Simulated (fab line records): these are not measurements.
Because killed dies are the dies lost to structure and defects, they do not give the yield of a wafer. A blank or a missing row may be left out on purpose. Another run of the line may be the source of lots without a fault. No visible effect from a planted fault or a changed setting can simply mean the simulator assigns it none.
Matching of chambers	flow n5 finfet	4 sister chambers for N5_BEOL_M8_STRIP_67 on rie diel-02
The step strips in CF4. 4 wafers are shown with their chamber, then 8 later ones without.

== EACH WAFER AND ITS CHAMBER ==
wafer	chamber	oes product au (a.u.)
L083.3	0	0.68
L083.6	3	0.69
L086.6	2	0.92
L089.1	1	0.87

== WAFERS WITH NO CHAMBER GIVEN ==
wafer	oes product au (a.u.)
L089.3	0.67
L089.4	0.86
L091.3	0.85
L091.4	0.89
L091.6	0.94
L093.1	0.92
L093.4	1.00
L093.6	0.84

== CHAMBER TAKEN BY EACH ==
wafer	from the rows above	in truth
L089.3	can't be placed: 0 or 3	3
L089.4	can't be placed: 1 or 2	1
L091.3	can't be placed: 1 or 2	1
L091.4	can't be placed: 1 or 2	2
L091.6	can't be placed: 2 or 1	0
L093.1	can't be placed: 2 or 1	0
L093.4	can't be placed: 2 or 1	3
L093.6	can't be placed: 1 or 2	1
Placed correctly: 0 of 8. Can't be placed from these rows: 8 (the true chamber is among the candidates in 5). Number placed wrongly: 0.
How it was worked out, from the rows above alone: a wafer's distance from a chamber is the root of the sum, over the readings, of the square of ((its reading less the chamber's mean) divided by the reading's scatter). If the next closest chamber is less than 2 further off than the closest, the wafer can't be placed; otherwise it belongs to the closest. A chamber's mean is the mean of its shown wafers. The scatter: root of mean squared gap, hidden wafer to nearest shown wafer, with one shown wafer a chamber.
